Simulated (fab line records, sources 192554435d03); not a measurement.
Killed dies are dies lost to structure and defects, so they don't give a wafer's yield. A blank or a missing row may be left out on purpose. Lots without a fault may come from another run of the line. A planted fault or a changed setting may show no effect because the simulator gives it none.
Chamber matching | flow n5_finfet | N5_HKMG_FIN_STRIP_34 on rie_diel-02: 4 sister chambers
The step strips in CF4. 4 wafers are shown with their chamber, then 12 later ones without.

WAFERS WITH THEIR CHAMBER
wafer  | chamber | showerhead_plenum_p_Torr (Torr)
L087.2 | 2       | 1.795
L090.1 | 1       | 1.796
L090.2 | 3       | 1.804
L090.6 | 0       | 1.728

WAFERS WITHOUT THEIR CHAMBER
wafer  | showerhead_plenum_p_Torr (Torr)
L092.3 | 1.803
L092.4 | 1.728
L092.6 | 1.792
L093.1 | 1.794
L093.3 | 1.727
L093.4 | 1.791
L095.2 | 1.793
L095.5 | 1.726
L095.6 | 1.794
L096.1 | 1.725
L096.2 | 1.800
L096.3 | 1.793

WHICH CHAMBER EACH WENT THROUGH
wafer  | from the rows above          | in truth
L092.3 | 3                            | 3
L092.4 | 0                            | 0
L092.6 | can't be placed: 2 or 1      | 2
L093.1 | can't be placed: 2 or 1      | 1
L093.3 | 0                            | 0
L093.4 | can't be placed: 2 or 1      | 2
L095.2 | can't be placed: 2 or 1      | 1
L095.5 | 0                            | 0
L095.6 | can't be placed: 2 or 1      | 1
L096.1 | 0                            | 0
L096.2 | can't be placed: 1 or 3 or 2 | 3
L096.3 | can't be placed: 2 or 1      | 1
Placed correctly: 5 of 12. Can't be placed from these rows: 7 (the true chamber is among the candidates in 7). Placed wrongly: 0.
How it was worked out, from the rows above alone: a wafer's distance from a chamber is the root of the sum, over the readings, of the square of ((its reading less the chamber's mean) divided by the reading's scatter). The wafer belongs to the nearest chamber; if the next one is less than 2 further off, it can't be placed. A chamber's mean is the mean of its shown wafers. The scatter: with one shown wafer a chamber, the root of the mean of the squares of how far each hidden wafer lies from its nearest shown one.
